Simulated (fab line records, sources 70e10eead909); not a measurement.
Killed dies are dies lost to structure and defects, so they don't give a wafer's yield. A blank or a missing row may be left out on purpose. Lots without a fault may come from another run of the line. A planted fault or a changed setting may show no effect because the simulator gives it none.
fab line records | flow nand_harc
record lots=7 wafers=21 last_day=33
route steps=1302 shown THIN_TSV@1244 END@1302
lots that met no fault: from a run of the same line without faults
start_h: hours from the record's first day to the start of the lot's first wafer shown | wait_h: hours since the lot's step before | " the same as in the row above | L1.1+2: a row that stands for several wafers | - no value, or no start given | * or withheld: withheld | < > ~ a bound
route shown NAME@n: a module of which the file shows steps, and the number in the route of the first | usual: mean/standard deviation of fault-free wafers | same: alike in all rows | chamber/n: place in a boat | sites: the reading at each site | _std_site: their standard deviation | _edge_site: outer sites' mean less inner sites' | radius_mm: how far each site lies from the wafer's centre | mask NAME#n: copy n | behind: the tool/chamber that last shaped the wafer | hold: why the lot was held/for how many hours/how that ended | device: the transistor (n, p or np) that didn't switch | end of line: the same wafers' tests at the end of the route | a step without rows: its recipe alone | killed: dies lost to structure and defects at the first sort, not the wafer's yield | map: a wafer's dies, x killed, . not, _ none there
set.NAME: the setting as run; set.NAME@STEP: as run at that earlier step | model.NAME: the simulator's own value behind a step, which no gauge read
lots at some steps of the route; a table a step, a row a wafer
services: from which hour (start_h, from the record's first day; less than 0 if before it) a tool's chamber was out of use, for how many hours, and why
## steps
# step NHARC_THIN_TSV_GRIND_00
# recipe target_thk_um=6
# usual head_pressure_psi=4.001/0.0087 motor_current_A=12.002/0.023
# columns lot.wafer tool chamber start_h wait_h head_pressure_psi motor_current_A
L233.1 grinder-01 0 555.66 0.1 4.018 11.984
L233.2 " 0 " " 3.991 11.994
L233.5 " 0 " " 4.017 11.969
L236.2 grinder-01 0 566.83 0.3 3.998 12.014
L236.3 " 0 " " 4.012 11.983
L236.5 " 0 " " 4.017 11.986
L237.2 grinder-01 0 573.90 0.3 3.999 11.984
L237.3 " 0 " " 3.990 11.990
L237.4 " 0 " " 3.994 12.025
L241.3 grinder-01 0 625.55 0.5 3.995 11.973
L241.5 " 0 " " 4.009 12.004
L241.6 " 0 " " 4.008 12.020
L245.1 grinder-01 0 665.37 1.3 4.000 11.994
L245.2 " 0 " " 4.006 11.983
L245.4 " 0 " " 4.013 11.997
L252.3 grinder-01 0 744.40 1.9 4.007 12.025
L252.4 " 0 " " 4.004 11.996
L252.5 " 0 " " 4.002 11.982
L255.4 grinder-01 0 759.51 0.7 3.996 12.019
L255.5 " 0 " " 3.985 11.988
L255.6 " 0 " " 3.978 12.002
# step NHARC_THIN_TSV_CMP_01
# recipe target_thk_um=3
# usual motor_current_A=11.7/1.7
# columns lot.wafer tool chamber start_h wait_h motor_current_A
L233.2 cmp-01 1 556.93 0.9 13.8
L233.1 " 2 " " 13.5
L233.5 " 3 " " 13.4
L236.3 cmp-04 2 567.85 0.6 10.9
L236.2 " 1 " " 8.9
L236.5 " 2 " " 10.6
L237.3 cmp-02 1 574.95 0.7 10.9
L237.2 " 2 " " 13.0
L237.4 " 3 " " 12.5
L241.3 cmp-04 3 626.43 0.7 10.2
L241.6 " 1 " " 9.1
L241.5 " 2 " " 11.3
L245.2 cmp-04 0 666.61 0.8 14.1
L245.1 " 1 " " 9.8
L245.4 " 2 " " 11.1
L252.3 cmp-04 2 745.24 0.6 10.7
L252.4 " 3 " " 10.6
L252.5 " 2 " " 10.6
L255.4 cmp-02 0 760.12 0.4 10.8
L255.6 " 0 " " 10.3
L255.5 " 1 " " 10.6
# step NHARC_THIN_TSV_THK_MEAS_02
# recipe thk_meas_gauge=ir
# usual thk_nm=3001/250
# columns lot.wafer tool chamber start_h wait_h thk_nm
L233.1 film_metro-01 - 557.14 - 3313
L233.2 " - " " 3003
L233.5 " - " " 3251
L236.2 film_metro-02 - 568.11 0.2 2998
L236.3 " - " " 2678
L236.5 " - " " 3035
L237.2 film_metro-01 - 575.19 0.2 2539
L237.3 " - " " 2596
L237.4 " - " " 2668
L241.3 film_metro-01 - 626.65 0.2 3236
L241.5 " - " " 3518
L241.6 " - " " 3445
L245.1 film_metro-01 - 666.87 - 2709
L245.2 " - " " 2556
L245.4 " - " " 2756
L252.3 film_metro-02 - 745.48 - 3237
L252.4 " - " " 2940
L252.5 " - " " 3100
L255.4 film_metro-02 - 760.38 - 3081
L255.5 " - " " 3116
L255.6 " - " " 2827
# step NHARC_THIN_TSV_SRD_03
# step NHARC_THIN_TSV_PRECLEAN_41
# recipe time_s=* temp_c=50 bath_age_min=0 chemistry=SC1
# step NHARC_THIN_TSV_SRD_42
# step NHARC_THIN_TSV_DEP_43
# recipe target_thk_a=13285 temp_c=withheld pressure_torr=6.5 rf_w=900 teos_flow_sccm=161.4 flow_sccm=2650 target_thk_nm=1328.5 gas=O2 material=SiO2
# usual throttle_valve_pct=16.0/0.57
# columns lot.wafer tool chamber start_h wait_h throttle_valve_pct
L233.2 pecvd-01 0 557.37 - 15.9
L233.1 " 2 " " 15.6
L233.5 " 2 " " 15.7
L236.3 pecvd-02 0 568.33 - 15.9
L236.2 " 1 " " 16.0
L236.5 " 2 " " 15.2
L237.3 pecvd-02 0 575.41 - 16.1
L237.2 " 2 " " 15.0
L237.4 " 2 " " 15.0
L241.3 pecvd-02 0 626.91 - 16.3
L241.5 " 0 " " 16.0
L241.6 " 1 " " 15.4
L245.1 pecvd-03 2 667.09 - 16.9
L245.2 " 0 " " 15.8
L245.4 " 2 " " 16.8
L252.3 pecvd-02 1 745.74 - 15.4
L252.4 " 0 " " 16.4
L252.5 " 1 " " 15.3
L255.4 pecvd-02 1 760.74 - 15.5
L255.5 " 2 " " 15.8
L255.6 " 0 " " 16.2
# step NHARC_THIN_TSV_DEHYDRATE_04
# recipe temp_c=150 time_s=120
# step NHARC_THIN_TSV_HMDS_05
# recipe time_s=30
# step NHARC_THIN_TSV_COAT_06
# recipe spin_rpm=*
# step NHARC_THIN_TSV_SOFTBAKE_07
# recipe temp_c=122 time_s=95
# step NHARC_THIN_TSV_EBR_08
# step NHARC_THIN_TSV_EXPOSE_09
# recipe na=0.55 dose_mj=30.7 mask_id=TSV
# usual exposure_dose_mJ_cm2=30.66/0.038 focus_offset_nm=0.0/0.55
# columns lot.wafer tool chamber start_h wait_h mask exposure_dose_mJ_cm2 focus_offset_nm
L233.1 krf_scanner-04 0 557.91 - TSV#0 30.66 -0.2
L233.2 " 0 " " TSV#0 30.64 0.1
L233.5 " 0 " " TSV#0 30.63 -0.1
L236.2 krf_scanner-02 0 569.01 - TSV#0 30.71 0.2
L236.3 " 0 " " TSV#0 30.68 0.1
L236.5 " 0 " " TSV#0 30.68 -0.1
L237.2 krf_scanner-02 0 575.97 - TSV#0 38.43 0.5
L237.3 " 0 " " TSV#0 38.36 0.3
L237.4 " 0 " " TSV#0 38.41 0.8
L241.3 krf_scanner-02 0 627.55 - TSV#0 36.86 0.5
L241.5 " 0 " " TSV#0 36.83 0.1
L241.6 " 0 " " TSV#0 36.81 0.2
L245.1 krf_scanner-02 0 667.77 - TSV#0 35.61 0.4
L245.2 " 0 " " TSV#0 35.60 0.1
L245.4 " 0 " " TSV#0 35.58 0.6
L252.3 krf_scanner-04 0 746.26 - TSV#0 30.64 0.1
L252.4 " 0 " " TSV#0 30.61 0.3
L252.5 " 0 " " TSV#0 30.65 -0.5
L255.4 krf_scanner-01 0 761.30 - TSV#0 30.68 -0.6
L255.5 " 0 " " TSV#0 30.71 -0.8
L255.6 " 0 " " TSV#0 30.66 0.0
# step NHARC_THIN_TSV_PEB_10
# recipe peb_temp_c=118 peb_time_s=85
# step NHARC_THIN_TSV_DEVELOP_11
# recipe time_s=70
# step NHARC_THIN_TSV_CD_MEAS_12
# recipe target_cd_nm=1000 landing_energy_ev=500
# usual cd_nm=999.8/1.3
# columns lot.wafer tool chamber start_h wait_h cd_nm
L233.1 cd_sem-02 0 558.07 - 999.7
L233.2 " 0 " " 1001.3
L233.5 " 0 " " 997.2
L236.2 cd_sem-03 0 569.18 - 998.8
L236.3 " 0 " " 997.6
L236.5 " 0 " " 999.1
L237.2 cd_sem-03 0 576.13 - 1005.7
L237.3 " 0 " " 1004.7
L237.4 " 0 " " 1004.8
L241.3 cd_sem-03 0 627.70 - 1005.4
L241.5 " 0 " " 1004.3
L241.6 " 0 " " 1006.3
L245.1 cd_sem-01 0 667.92 - 1003.5
L245.2 " 0 " " 1003.0
L245.4 " 0 " " 1002.3
L252.3 cd_sem-03 0 746.41 - 998.6
L252.4 " 0 " " 997.1
L252.5 " 0 " " 997.0
L255.4 cd_sem-02 0 761.45 - 999.3
L255.5 " 0 " " 999.3
L255.6 " 0 " " 999.8
# step NHARC_THIN_TSV_HARDBAKE_13
# recipe temp_c=125 time_s=80
# step NHARC_END_SORT_01
# recipe temp_c=25
# usual defect_limited_yield=91.4/2.6 killed_at_array=53/18 killed_at_other=0.9/1.3 killed_at_periphery=4/3.1 killed_dies=58/18 killed_open=3.4/2 killed_short=2.5/1.8 sort_bin_2_pct=3.1/1.2 sort_bin_3_pct=0.7/0.38 sort_bin_4_pct=4.8/1.5 sort_n_pass=619/18 sort_rim_yield_pct=90/4.6 sort_yield_pct=91.4/2.6
# same gross_dies=677 sort_bin_5_pct[%]=0 sort_bin_6_pct[%]=0 sort_bin_7_pct[%]=0 sort_bin_8_pct[%]=0 sort_rim_n_gross=106.00
# columns lot.wafer tool chamber start_h wait_h defect_limited_yield[%] killed_at_array killed_at_other killed_at_periphery killed_dies killed_open killed_short sort_bin_2_pct[%] sort_bin_3_pct[%] sort_bin_4_pct[%] sort_n_pass sort_rim_yield_pct[%] sort_yield_pct[%]
L233.1 prober-02 0 574.67 2.5 92.8 46 0 3 49 0 2 2.2 1.0 4.0 628 87 92.8
L233.2 prober-02 0 575.48 2.8 91.0 59 0 2 61 5 2 2.4 0.7 5.9 616 84 91.0
L233.5 prober-02 0 577.90 3.7 91.1 57 1 2 60 5 5 3.8 0.7 4.3 617 87 91.1
L236.2 prober-01 0 584.91 2.8 93.6 39 0 4 43 2 1 2.4 0.3 3.7 634 92 93.6
L236.3 prober-01 0 585.72 3.1 91.7 51 1 4 56 5 1 1.8 0.9 5.6 621 89 91.7
L236.5 prober-01 0 587.32 3.7 93.9 37 0 4 41 7 1 2.1 0.7 3.2 636 91 93.9
L237.2 prober-02 0 595.31 2.8 92.2 49 1 3 53 1 4 3.4 0.6 3.8 624 91 92.2
L237.3 prober-02 0 596.12 3.1 92.9 47 0 1 48 1 1 2.7 0.4 4.0 629 88 92.9
L237.4 prober-02 0 596.93 3.4 92.0 51 3 0 54 2 1 3.4 0.7 3.8 623 92 92.0
L241.3 prober-01 0 644.37 3.1 85.2 98 2 0 100 2 2 6.5 1.6 6.6 577 92 85.2
L241.5 prober-01 0 645.96 3.7 84.8 99 0 4 103 3 1 4.3 1.5 9.5 574 82 84.8
L241.6 prober-01 0 646.76 4.0 84.6 100 2 2 104 1 0 5.9 1.5 8.0 573 84 84.6
L245.1 prober-02 0 681.58 2.5 94.2 37 0 2 39 3 1 2.1 0.7 3.0 638 95 94.2
L245.2 prober-02 0 682.39 2.8 93.9 37 0 4 41 3 6 1.3 0 4.7 636 92 93.9
L245.4 prober-02 0 684.00 3.4 94.4 36 0 2 38 4 2 2.5 0.3 2.8 639 92 94.4
L252.3 prober-01 0 763.46 3.2 87.6 71 0 13 84 4 4 4.7 1.0 6.6 593 86 87.6
L252.4 prober-01 0 764.28 3.5 88.9 63 0 12 75 2 0 4.3 0.6 6.2 602 82 88.9
L252.5 prober-01 0 765.09 3.8 88.2 71 0 9 80 6 1 3.5 0.6 7.7 597 92 88.2
L255.4 prober-02 0 781.59 3.4 90.7 58 0 5 63 6 1 3.8 0.7 4.7 614 89 90.7
L255.5 prober-02 0 782.39 3.7 91.0 59 0 2 61 1 5 3.2 0.6 5.2 616 90 91.0
L255.6 prober-02 0 783.19 4.0 90.3 64 0 2 66 2 2 3.8 0.4 5.5 611 87 90.3
# killed by level:class
L233.1 A_SLIT:chamber_film_flake=18 A_CHANNEL_HOLE_D1:chamber_film_flake=14 A_CHANNEL_HOLE_D2:chamber_film_flake=6 A_BLC:chamber_film_flake=3 P_M2:chamber_film_flake=2 A_STAIRCASE:chamber_film_flake=2 A_CHANNEL_FILL_D1:geometric_particle:short=1 A_CHANNEL_HOLE_D2:geometric_particle:short=1
L233.2 A_SLIT:chamber_film_flake=23 A_CHANNEL_HOLE_D1:chamber_film_flake=21 A_STAIRCASE:chamber_film_flake=5 A_CHANNEL_FILL_D1:geometric_particle:open=3 A_CHANNEL_HOLE_D2:chamber_film_flake=3 P_CONTACT:geometric_particle:short=1 A_ONON_D1:geometric_particle:open=1 A_CHANNEL_FILL_D1:geometric_particle:short=1
L233.5 A_SLIT:chamber_film_flake=19 A_CHANNEL_HOLE_D1:chamber_film_flake=15 A_CHANNEL_HOLE_D2:chamber_film_flake=6 A_STAIRCASE:chamber_film_flake=4 A_BLC:chamber_film_flake=3 A_SOURCE_PLATE:geometric_particle:open=2 A_CHANNEL_FILL_D2:geometric_particle:short=2 P_CONTACT:geometric_particle:open=1
L236.2 A_SLIT:chamber_film_flake=22 A_CHANNEL_HOLE_D2:chamber_film_flake=6 P_GATE:chamber_film_flake=3 A_CONTACT:chamber_film_flake=3 A_CHANNEL_HOLE_D1:chamber_film_flake=2 A_STAIRCASE:chamber_film_flake=2 A_CHANNEL_FILL_D1:geometric_particle:open=1 A_ONON_D2:geometric_particle:short=1
L236.3 A_SLIT:chamber_film_flake=27 A_CHANNEL_HOLE_D2:chamber_film_flake=9 P_GATE:chamber_film_flake=3 A_CHANNEL_HOLE_D1:chamber_film_flake=3 A_CONTACT:chamber_film_flake=3 A_WL_FILL:geometric_particle:open=2 A_STAIRCASE:chamber_film_flake=2 P_M0:geometric_particle:open=1
L236.5 A_SLIT:chamber_film_flake=12 A_CHANNEL_HOLE_D2:chamber_film_flake=7 A_CONTACT:chamber_film_flake=5 A_STAIRCASE:chamber_film_flake=3 A_ONON_D1:geometric_particle:open=2 P_ZERO_WELL:chamber_film_flake=2 P_GATE:chamber_film_flake=2 A_CHANNEL_FILL_D1:geometric_particle:open=1
L237.2 A_SLIT:chamber_film_flake=24 A_CONTACT:chamber_film_flake=9 A_CHANNEL_HOLE_D2:chamber_film_flake=8 A_CHANNEL_HOLE_D1:chamber_film_flake=5 A_CHANNEL_FILL_D2:geometric_particle:short=2 P_M0:geometric_particle:open=1 P_M2:geometric_particle:short=1 P_BONDPAD:geometric_particle:short=1
L237.3 A_SLIT:chamber_film_flake=26 A_CHANNEL_HOLE_D2:chamber_film_flake=10 A_CONTACT:chamber_film_flake=5 A_CHANNEL_HOLE_D1:chamber_film_flake=3 A_SOURCE_PLATE:geometric_particle:open=1 A_CHANNEL_HOLE_D2:geometric_particle:short=1 P_M1:chamber_film_flake=1 A_M1:chamber_film_flake=1
L237.4 A_SLIT:chamber_film_flake=31 A_CHANNEL_HOLE_D2:chamber_film_flake=10 A_CHANNEL_HOLE_D1:chamber_film_flake=3 A_CONTACT:chamber_film_flake=2 THIN_TSV:chamber_film_flake=2 A_DECK1_JOINT:geometric_particle:open=1 A_M0:geometric_particle:open=1 STARTING-WAFER:geometric_particle:short=1
L241.3 A_CHANNEL_HOLE_D2:chamber_film_flake=37 A_SLIT:chamber_film_flake=29 A_CHANNEL_HOLE_D1:chamber_film_flake=19 A_CONTACT:chamber_film_flake=8 A_CHANNEL_HOLE_D1:geometric_particle:open=1 A_DECK1_JOINT:geometric_particle:open=1 A_WL_FILL:geometric_particle:short=1 STARTING-WAFER:geometric_particle:short=1
L241.5 A_CHANNEL_HOLE_D1:chamber_film_flake=36 A_SLIT:chamber_film_flake=28 A_CHANNEL_HOLE_D2:chamber_film_flake=23 A_CONTACT:chamber_film_flake=9 P_CONTACT:geometric_particle:open=1 P_M1:geometric_particle:open=1 A_ONON_D1:geometric_particle:short=1 A_CHANNEL_FILL_D1:geometric_particle:open=1
L241.6 A_CHANNEL_HOLE_D2:chamber_film_flake=38 A_SLIT:chamber_film_flake=30 A_CHANNEL_HOLE_D1:chamber_film_flake=18 A_CONTACT:chamber_film_flake=8 A_DECK1_JOINT:chamber_film_flake=3 P_CONTACT:chamber_film_flake=2 THIN_TSV:chamber_film_flake=2 A_CHANNEL_FILL_D2:geometric_particle:open=1
L245.1 A_CHANNEL_HOLE_D2:chamber_film_flake=14 A_CHANNEL_HOLE_D1:chamber_film_flake=7 A_CONTACT:chamber_film_flake=5 A_SLIT:chamber_film_flake=4 A_CHANNEL_FILL_D1:geometric_particle:open=1 A_DECK1_JOINT:geometric_particle:open=1 A_CHANNEL_FILL_D2:geometric_particle:open=1 A_WL_FILL:geometric_particle:short=1
L245.2 A_CHANNEL_HOLE_D2:chamber_film_flake=15 A_CHANNEL_HOLE_D1:chamber_film_flake=6 A_CONTACT:chamber_film_flake=5 A_CHANNEL_FILL_D1:geometric_particle:short=2 P_STI:chamber_film_flake=2 A_CHANNEL_FILL_D2:chamber_film_flake=2 P_M0:geometric_particle:open=1 A_SOURCE_PLATE:geometric_particle:short=1
L245.4 A_CHANNEL_HOLE_D2:chamber_film_flake=17 A_CONTACT:chamber_film_flake=6 A_CHANNEL_HOLE_D1:chamber_film_flake=5 A_CHANNEL_FILL_D2:geometric_particle:open=2 A_CHANNEL_FILL_D2:chamber_film_flake=2 P_CONTACT:geometric_particle:open=1 A_CHANNEL_FILL_D1:geometric_particle:short=1 A_DECK1_JOINT:geometric_particle:open=1
L252.3 A_CHANNEL_HOLE_D1:chamber_film_flake=32 A_SLIT:chamber_film_flake=25 P_GATE:chamber_film_flake=8 A_STAIRCASE:chamber_film_flake=4 A_CONTACT:chamber_film_flake=3 A_WL_FILL:chamber_film_flake=2 P_CONTACT:geometric_particle:open=1 P_M0:geometric_particle:short=1
L252.4 A_SLIT:chamber_film_flake=25 A_CHANNEL_HOLE_D1:chamber_film_flake=19 A_STAIRCASE:chamber_film_flake=7 P_M1:chamber_film_flake=6 P_GATE:chamber_film_flake=5 A_DECK1_JOINT:chamber_film_flake=3 A_CHANNEL_HOLE_D2:chamber_film_flake=2 A_CONTACT:chamber_film_flake=2
L252.5 A_CHANNEL_HOLE_D1:chamber_film_flake=35 A_SLIT:chamber_film_flake=23 P_GATE:chamber_film_flake=4 A_M0:geometric_particle:open=2 P_M1:chamber_film_flake=2 A_CHANNEL_HOLE_D2:chamber_film_flake=2 A_CONTACT:chamber_film_flake=2 P_GATE:geometric_particle:open=1
L255.4 A_CHANNEL_HOLE_D2:chamber_film_flake=29 A_SLIT:chamber_film_flake=18 P_STI:chamber_film_flake=2 A_CHANNEL_HOLE_D1:unspecified=2 A_CONTACT:chamber_film_flake=2 P_GATE:geometric_particle:open=1 P_CONTACT:geometric_particle:open=1 P_M0:geometric_particle:open=1
L255.5 A_CHANNEL_HOLE_D2:chamber_film_flake=31 A_SLIT:chamber_film_flake=20 A_WL_FILL:geometric_particle:short=2 A_ZERO_WELL:chamber_film_flake=2 A_CONTACT:chamber_film_flake=2 P_GATE:geometric_particle:open=1 P_M2:geometric_particle:short=1 A_ONON_D1:geometric_particle:short=1
L255.6 A_SLIT:chamber_film_flake=31 A_CHANNEL_HOLE_D2:chamber_film_flake=22 A_STAIRCASE:chamber_film_flake=2 A_SOURCE_PLATE:geometric_particle:open=1 A_ONON_D1:geometric_particle:open=1 A_SGD_CUT:geometric_particle:short=1 A_WL_FILL:geometric_particle:short=1 P_STI:chamber_film_flake=1
## services
# columns tool chamber start_h hours kind
cmp-04 - 534.73 2.6 repair
pecvd-03 - 547.40 13.0 pm
cmp-04 - 575.16 0.8 repair
grinder-01 - 581.48 1.3 repair
cmp-04 - 588.44 1.9 repair
pecvd-02 - 589.31 13.0 pm
cmp-04 - 601.31 4.0 pm
krf_scanner-02 - 610.00 4.0 pm
cmp-04 - 614.50 0.6 repair
krf_scanner-02 - 620.81 1.7 repair
cmp-02 - 625.74 4.0 pm
cmp-04 - 637.15 0.6 repair
cmp-02 - 666.41 5.4 repair
cmp-04 - 672.84 0.4 repair
grinder-01 - 680.33 0.8 repair
pecvd-02 - 696.67 0.7 repair
krf_scanner-04 - 698.00 4.0 pm
cmp-04 - 699.31 4.0 pm
pecvd-02 2 708.81 8.9 repair
krf_scanner-04 - 718.18 3.6 repair
cmp-02 - 723.74 4.0 pm
pecvd-02 - 735.96 0.2 repair
grinder-01 - 736.00 8.0 pm
grinder-01 - 746.92 1.7 repair
## key
first_sign step=NHARC_THIN_TSV_EXPOSE_09 reading=exposure_dose_mJ_cm2 direction=up sigmas=99+ usual=30.66 struck=36.94
effect step=NHARC_THIN_TSV_CD_MEAS_12 reading=cd_nm direction=up sigmas=3.6 usual=999.8 struck=1004.5 through=control_loop
met_at NHARC_THIN_TSV_EXPOSE_09
struck_wafers L237.2,L237.3,L237.4,L241.3,L241.5,L241.6,L245.1,L245.2,L245.4
loop_trim step=NHARC_THIN_TSV_EXPOSE_09 setting=dose lots=L241,L245
onset_between 569.01 575.97
fault kind=process_parameter_drift tool=krf_scanner-02 chamber=- onset_h=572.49 steps=NHARC_THIN_TSV_EXPOSE_09 channel=dose_mj offset=7.7365 shape=step acts_in=these_recipes_only stated=30.7
# loop_trim: a control loop set the setting to another value than it would have without faults
